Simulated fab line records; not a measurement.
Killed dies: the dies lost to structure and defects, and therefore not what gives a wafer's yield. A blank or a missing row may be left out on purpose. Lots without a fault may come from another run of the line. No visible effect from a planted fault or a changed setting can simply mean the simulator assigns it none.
A struck lot beside a sound one / flow nand_harc / 15 out of 1302 route steps
Sound: these wafers, L814.1, L814.2, L814.6. Struck: wafers L810.3, L810.4, L810.6. The cause is given at the end.
Per side, at each step with rows, come the tool, then ch with its chambers, and then its first start. Under that, the readings that differ: sound wafers / struck wafers / difference of the means / sigmas: that difference in standard deviations of wafers without a fault.
alike: readings whose means differ by less than 2 such deviations, and words and numbers that are the same on both sides. not compared: withheld readings, readings that some wafer has no value for, bounds like >300 that may hide the same value, and numbers for which the record gives no deviation and whose values overlap.
The two part at a step that has a row with sigmas, a row that says differs or no value, or rows on one side only. Numbers that have no deviation but don't overlap get no sigmas and don't part them. A reading that every wafer of one side lacks parts them only if that side has two wafers or more.

first, 9 steps without rows for these wafers: NHARC_P_GATE_SRD_100; NHARC_P_GATE_DEHYDRATE_38 (time 120 s); NHARC_P_GATE_HMDS_39 (time 30 s); NHARC_P_GATE_COAT_40; NHARC_P_GATE_SOFTBAKE_41 (time 95 s); NHARC_P_GATE_EBR_42; NHARC_P_GATE_EXPOSE_43 (exposes mask P NSD, target cd 720 nm); NHARC_P_GATE_PEB_44 (peb time 85 s); NHARC_P_GATE_DEVELOP_45 (time 70 s).
NHARC_P_GATE_CD_MEAS_46: target cd 720 nm.
  sound on cd_sem-03 ch 0, day 10 22:56; struck on cd_sem-03 ch 0, day 8 21:04
  alike: cd_nm
then, 1 step without rows for these wafers: NHARC_P_GATE_HARDBAKE_47 (time 80 s).
NHARC_P_GATE_DESCUM_48: chemistry O2, time 3 s.
  sound on rie_diel-06 ch 0,2,3, day 10 23:06; struck on rie_diel-04 ch 0,1,2, day 8 21:13
  alike: drypump_motor_current_A, oes_product_au, rf_vpp_V, showerhead_plenum_p_Torr, throttle_valve_pct
  not compared: rf_hours_counter_h
NHARC_P_GATE_IMPLANT_49:
  sound on implanter-01 ch 0, day 10 23:15; struck on implanter-02, day 8 21:25
  no value came back on the struck wafers for beam_energy_keV, beam_on_s (s), tilt_deg (degrees); on the sound wafers beam_energy_keV reads 30.012 29.996 30.006
NHARC_P_GATE_STRIP_111: strips in N2/H2, time 250 s.
  sound on plasma_asher-01 ch 0,1, day 10 23:29; struck on plasma_asher-02 ch 0,1, day 8 21:41
  alike: drypump_motor_current_A, heater_power_w, rf_refl_power_W
  not compared: rf_hours_counter_h
-- the record jumps here: 19 days lie between the struck wafers' starts before and after (it left off in module P_GATE and takes up again in module END, whose first step shown is number 1302 of the route) --
NHARC_END_SORT_01:
  the record has rows for the struck wafers here (prober-02 ch 0, day 27 20:25) and none for the sound ones

## WHERE THEY PART
Earliest at NHARC_P_GATE_IMPLANT_49; latest, in this record, at NHARC_END_SORT_01.

WHY: the cause the simulator had injected
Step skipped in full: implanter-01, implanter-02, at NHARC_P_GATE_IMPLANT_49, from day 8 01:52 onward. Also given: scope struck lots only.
